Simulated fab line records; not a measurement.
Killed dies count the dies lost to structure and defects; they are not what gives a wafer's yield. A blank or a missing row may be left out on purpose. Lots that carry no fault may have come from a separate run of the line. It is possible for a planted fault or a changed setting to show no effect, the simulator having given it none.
Chamber matching || flow n5Finfet || rieDiel-02 running N5_MOL_CONTACT_COAG_ETCH_105: 4 sister chambers
The step etches SiARC in CF4, target depth 15.6 nm, time 26 s. 8 wafers are shown with their chamber, then 7 later ones without.

WAFERS PAIRED WITH THEIR CHAMBERS
{"wafer": "L083.5", "chamber": 2, "showerheadPlenumPTorr (Torr)": 2.04, "drypumpMotorCurrentA (A)": 5.9}
{"wafer": "L084.1", "chamber": 1, "showerheadPlenumPTorr (Torr)": 2.07, "drypumpMotorCurrentA (A)": 5.6}
{"wafer": "L084.6", "chamber": 0, "showerheadPlenumPTorr (Torr)": 2.15, "drypumpMotorCurrentA (A)": 5.3}
{"wafer": "L085.1", "chamber": 3, "showerheadPlenumPTorr (Torr)": 2.22, "drypumpMotorCurrentA (A)": 5.6}
{"wafer": "L085.2", "chamber": 1, "showerheadPlenumPTorr (Torr)": 2.07, "drypumpMotorCurrentA (A)": 5.6}
{"wafer": "L085.6", "chamber": 2, "showerheadPlenumPTorr (Torr)": 2.03, "drypumpMotorCurrentA (A)": 5.9}
{"wafer": "L086.3", "chamber": 3, "showerheadPlenumPTorr (Torr)": 2.22, "drypumpMotorCurrentA (A)": 5.7}
{"wafer": "L086.4", "chamber": 0, "showerheadPlenumPTorr (Torr)": 2.15, "drypumpMotorCurrentA (A)": 5.3}

WAFERS WITHOUT THEIR CHAMBER
{"wafer": "L086.5", "showerheadPlenumPTorr (Torr)": 2.03, "drypumpMotorCurrentA (A)": 5.9}
{"wafer": "L087.3", "showerheadPlenumPTorr (Torr)": 2.15, "drypumpMotorCurrentA (A)": 5.3}
{"wafer": "L087.5", "showerheadPlenumPTorr (Torr)": 2.15, "drypumpMotorCurrentA (A)": 5.3}
{"wafer": "L087.6", "showerheadPlenumPTorr (Torr)": 2.21, "drypumpMotorCurrentA (A)": 5.6}
{"wafer": "L097.1", "showerheadPlenumPTorr (Torr)": 2.06, "drypumpMotorCurrentA (A)": 5.7}
{"wafer": "L097.2", "showerheadPlenumPTorr (Torr)": 2.14, "drypumpMotorCurrentA (A)": 5.3}
{"wafer": "L097.3", "showerheadPlenumPTorr (Torr)": 2.03, "drypumpMotorCurrentA (A)": 5.9}

THE CHAMBER EACH PASSED THROUGH
{"wafer": "L086.5", "from the rows above": 2, "in truth": 2}
{"wafer": "L087.3", "from the rows above": 0, "in truth": 0}
{"wafer": "L087.5", "from the rows above": 0, "in truth": 0}
{"wafer": "L087.6", "from the rows above": 3, "in truth": 3}
{"wafer": "L097.1", "from the rows above": 1, "in truth": 1}
{"wafer": "L097.2", "from the rows above": 0, "in truth": 0}
{"wafer": "L097.3", "from the rows above": 2, "in truth": 2}
Correct placement for 7 of the 7. Not placeable from these rows: 0. 0 placed wrongly.
How it was worked out, from the rows above alone: a wafer's distance from a chamber is the root of the sum, over the readings, of the square of ((its reading less the chamber's mean) divided by the reading's scatter). The wafer belongs to the nearest chamber; if the next one is less than 2 further off, it can't be placed. The mean given for a chamber averages the wafers shown for that chamber. The scatter: take each reading less its chamber's mean, square it, sum over the shown wafers, divide by the number of wafers less the number of chambers, and take the root.
